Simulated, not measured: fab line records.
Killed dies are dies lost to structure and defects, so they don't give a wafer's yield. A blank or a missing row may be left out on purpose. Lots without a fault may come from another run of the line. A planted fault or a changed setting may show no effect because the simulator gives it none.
Chamber matching + flow n5 finfet + rie diel-02 running N5_PMOS_HMC_CHANNEL_EPI_ETCH_32: 4 sister chambers
The step etches BARC in N2/H2, stops on SiO2, target depth 85.8 nm, time 50.3 s. 4 wafers are shown with their chamber, then 9 later ones without.

## WAFERS, EACH WITH ITS CHAMBER
| wafer  | chamber | showerhead plenum p Torr (Torr) |
|--------|---------|---------------------------------|
| L082.1 | 1       | 2.47                            |
| L085.1 | 2       | 2.65                            |
| L085.4 | 3       | 2.52                            |
| L085.5 | 0       | 2.53                            |

## WAFERS WITHOUT THEIR CHAMBER
| wafer  | showerhead plenum p Torr (Torr) |
|--------|---------------------------------|
| L086.2 | 2.52                            |
| L086.4 | 2.53                            |
| L086.6 | 2.47                            |
| L093.4 | 2.52                            |
| L093.5 | 2.46                            |
| L093.6 | 2.52                            |
| L097.1 | 2.52                            |
| L097.3 | 2.64                            |
| L097.5 | 2.64                            |

## EACH ONE'S CHAMBER
| wafer  | from the rows above     | in truth |
|--------|-------------------------|----------|
| L086.2 | can't be placed: 3 or 0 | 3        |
| L086.4 | can't be placed: 0 or 3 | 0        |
| L086.6 | 1                       | 1        |
| L093.4 | can't be placed: 3 or 0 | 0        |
| L093.5 | 1                       | 1        |
| L093.6 | can't be placed: 3 or 0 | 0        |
| L097.1 | can't be placed: 3 or 0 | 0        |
| L097.3 | 2                       | 2        |
| L097.5 | 2                       | 2        |
Correct placement for 4 of the 9. From these rows, 5 cannot be placed; in 5 the true chamber is one of the candidates. Number placed wrongly: 0.
How it was worked out, from the rows above alone: a wafer's distance from a chamber is the root of the sum, over the readings, of the square of ((its reading less the chamber's mean) divided by the reading's scatter). If the next closest chamber is less than 2 further off than the closest, the wafer can't be placed; otherwise it belongs to the closest. For every chamber, the mean is computed from those of its wafers that are shown. The scatter: root of mean squared gap, hidden wafer to nearest shown wafer, with one shown wafer a chamber.
